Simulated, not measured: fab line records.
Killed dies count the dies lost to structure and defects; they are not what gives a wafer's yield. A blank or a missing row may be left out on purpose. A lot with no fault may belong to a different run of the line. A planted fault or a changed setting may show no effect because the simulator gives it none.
The tool behind it: which one?    flow n5_finfet    12 lots with 36 wafers sampled at 4 steps, on a route of 1938 steps

## WHAT THE GAUGES SHOWED, per wafer
The record lacks any reading of a measuring or inspecting step that a usual standard deviation could be used to judge.

## WHICH TOOL RAN EACH LOT (tool, then ch and the chambers of the sampled wafers, then the start)
lot   N5_MOL_CONTACT_COAG_WET_ETCH_116     N5_BEOL_M15_STRIP_62                           N5_MIM_TOP_ALD_00                 N5_PASSIVATION_PROBE_49
L964  wet_bench-05 ch 2,3,7, day 5 05:40   rie_diel-06 ch 0,1,2, day 13 17:50 or earlier  ald_hk-03 ch 1,2,3, day 13 17:50  -
L965  wet_bench-02 ch 0,6,7, day 5 05:48   rie_diel-01 ch 0,2,3, day 13 12:08 or earlier  ald_hk-01 ch 0,1, day 13 12:08    -
L966  wet_bench-02 ch 2,5,6, day 5 13:23   rie_diel-03 ch 1,2, day 14 09:09 or earlier    ald_hk-03 ch 1,2,3, day 14 09:09  -
L967  wet_bench-02 ch 0,1,4, day 5 16:35   rie_diel-06 ch 0,2,3, day 13 23:56 or earlier  ald_hk-02 ch 0,2, day 13 23:56    -
L968  wet_bench-06 ch 1,2,7, day 5 23:04   rie_diel-03 ch 0,2,3, day 13 22:28 or earlier  ald_hk-03 ch 0,1,2, day 13 22:28  -
L973  wet_bench-06 ch 4,5,7, day 7 03:47   rie_diel-01 ch 0,2,3, day 16 03:59 or earlier  ald_hk-03 ch 1,2,3, day 16 03:59  prober-02, day 16 15:45
L974  wet_bench-06 ch 2,3,6, day 7 11:46   rie_diel-03 ch 0,1,2, day 16 13:41 or earlier  ald_hk-02 ch 1,2,3, day 16 13:41  prober-01, day 17 05:36
L979  wet_bench-05 ch 1,3,5, day 8 16:59   rie_diel-01 ch 2,3, day 17 21:22 or earlier    ald_hk-03 ch 0,2,3, day 17 21:22  -
L982  wet_bench-05 ch 1,4,7, day 9 10:18   rie_diel-06 ch 1,2,3, day 18 07:49 or earlier  ald_hk-01 ch 2,3, day 18 07:49    -
L983  wet_bench-02 ch 1,4,5, day 9 14:57   rie_diel-01 ch 0,3, day 17 21:20 or earlier    ald_hk-01 ch 1,3, day 17 21:20    -
L985  wet_bench-06 ch 1,2,3, day 10 08:58  rie_diel-01 ch 1,2, day 18 23:02 or earlier    ald_hk-03 ch 0,1,2, day 18 23:02  -
L986  wet_bench-05 ch 1,4,5, day 10 11:13  rie_diel-03 ch 0,3, day 19 01:57 or earlier    ald_hk-02 ch 1,2, day 19 01:57    -
- N5_MOL_CONTACT_COAG_WET_ETCH_116: etches the open film in SC1-inhibited, target depth 4.6 nm, rinse time 30 s.
- N5_BEOL_M15_STRIP_62: strips in O2.
- N5_MIM_TOP_ALD_00: deposits Al2O3, purge time 3 s, co reactant pulse time 3 s.
- N5_PASSIVATION_PROBE_49

## AS READ BY THE TOOLS THEMSELVES (means over the sampled wafers that have a number; for cases with no such wafer, the mark the record gives instead)
N5_BEOL_M15_STRIP_62. Usual: drypump_motor_current_A 5.8 A, standard deviation 0.48; oes_product_au 0.76 a.u., standard deviation 0.069; rf_vpp_V 3.6 V, standard deviation 0.47; showerhead_plenum_p_Torr 2.10 Torr, standard deviation 0.065; temp_c 59.99 C, standard deviation 0.13; throttle_valve_pct 16.75 %, standard deviation 0.25.
lot   tool         drypump_motor_current_A (A)  oes_product_au (a.u.)  rf_vpp_V (V)  showerhead_plenum_p_Torr (Torr)  temp_c (C)  throttle_valve_pct (%)  flag
L964  rie_diel-06  5.9                          0.81                   3.7           2.13                             60.08       16.50                   
L965  rie_diel-01  6.0                          0.75                   3.3           2.11                             59.90       16.78                   
L966  rie_diel-03  5.1                          0.77                   4.1           2.09                             60.04       16.81                   
L967  rie_diel-06  6.2                          0.77                   3.9           2.12                             60.00       16.49                   
L968  rie_diel-03  5.1                          0.80                   3.7           2.09                             59.96       16.70                   
L973  rie_diel-01  6.0                          0.74                   3.9           2.11                             60.04       16.80                   
L974  rie_diel-03  5.2                          0.79                   3.6           2.08                             60.14       16.77                   
L979  rie_diel-01  6.0                          0.74                   4.0           2.14                             60.20       16.78                   
L982  rie_diel-06  5.7                          0.73                   3.7           2.12                             60.08       16.77                   
L983  rie_diel-01  6.1                          0.70                   3.9           2.07                             60.06       16.91                   
L985  rie_diel-01  5.9                          0.80                   3.5           2.20                             59.98       16.79                   
L986  rie_diel-03  5.2                          0.80                   3.4           2.08                             60.07       16.66                   

N5_MIM_TOP_ALD_00. Usual: precursor_pulse_height_rel reads 1.003 (standard deviation 0.018).
lot   tool       precursor_pulse_height_rel  flag
L964  ald_hk-03  1.000                       
L965  ald_hk-01  1.004                       
L966  ald_hk-03  0.997                       
L967  ald_hk-02  1.005                       
L968  ald_hk-03  1.009                       
L973  ald_hk-03  1.001                       
L974  ald_hk-02  1.002                       
L979  ald_hk-03  0.996                       
L982  ald_hk-01  0.995                       
L983  ald_hk-01  1.004                       
L985  ald_hk-03  1.005                       
L986  ald_hk-02  0.988                       

N5_PASSIVATION_PROBE_49. Usual: defect_limited_yield 91.6 %, standard deviation 1.4; killed_at_M0_to_M3 35, standard deviation 10; killed_at_M4_up 13, standard deviation 4.8; killed_at_contacts 12, standard deviation 7.2; killed_at_front_end 36, standard deviation 12; killed_at_other 4, standard deviation 3.1; killed_dies 100, standard deviation 17; killed_open 66, standard deviation 13; killed_short 32, standard deviation 7.3; sort_bin_4_leakage 0.00 %, standard deviation 0.0099; sort_bin_5_function 5.0 %, standard deviation 0.94; sort_bin_6_memory 3.1 %, standard deviation 0.67; sort_bin_8_speed 0.01 %, standard deviation 0.047; sort_n_pass 1080, standard deviation 17; sort_yield_pct 91.6 %, standard deviation 1.4.
lot   tool       defect_limited_yield (%)  killed_at_M0_to_M3  killed_at_M4_up  killed_at_contacts  killed_at_front_end  killed_at_other  killed_dies  killed_open  killed_short  sort_bin_4_leakage (%)  sort_bin_5_function (%)  sort_bin_6_memory (%)  sort_bin_8_speed (%)  sort_n_pass  sort_yield_pct (%)  flag
L973  prober-02  87.9                      25                  8                93                  16                   1                143          45           16            0.00                    7.8                      3.0                    0.00                  1037         87.9                OFF
L974  prober-01  84.0                      31                  12               105                 38                   4                189          61           34            0.00                    10.4                     4.2                    0.06                  990          83.9                OFF

## THE ANSWER, worked out from the rows above alone
Rule: take the mean of a lot's wafers that have a number; if it is more than 3 standard deviations from the usual mean, the lot is off. A lot without any number at a reading at which 4 lots or more have one is off too. Where the step has rows for the other lots, those lots are counted as sound. After the gauges, taken in route order, come the tools' own readings; for these a lot's mean is taken, as printed above. The first step at which some lot is off is used, and at that step the reading that is off furthest; a lot without a number counts as furthest.
Off at N5_PASSIVATION_PROBE_49 (killed_at_contacts): L973, L974. Neither off nor sound, because the step has no rows for them: L964, L965, L966, L967, L968, L979, L982, L983, L985, L986.
If a tool, at that step or one of the process steps before it, ran each lot that is off and ran no sound lot following the first of them, it fits. N5_BEOL_M15_STRIP_62 gives no start for some lots, so the hours and the order of its lots are those of N5_MIM_TOP_ALD_00. One fits: wet_bench-06 at N5_MOL_CONTACT_COAG_WET_ETCH_116. It ran no sound lot before its first lot that is off in this sample, so the start can't be narrowed down.

## WHAT WAS PUT IN BY THE SIMULATOR
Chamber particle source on wet_bench-06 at N5_MOL_CONTACT_COAG_WET_ETCH_116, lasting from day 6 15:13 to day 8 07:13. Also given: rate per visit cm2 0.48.
Lots struck among those shown: L973, L974. This agrees with what the rule above found.
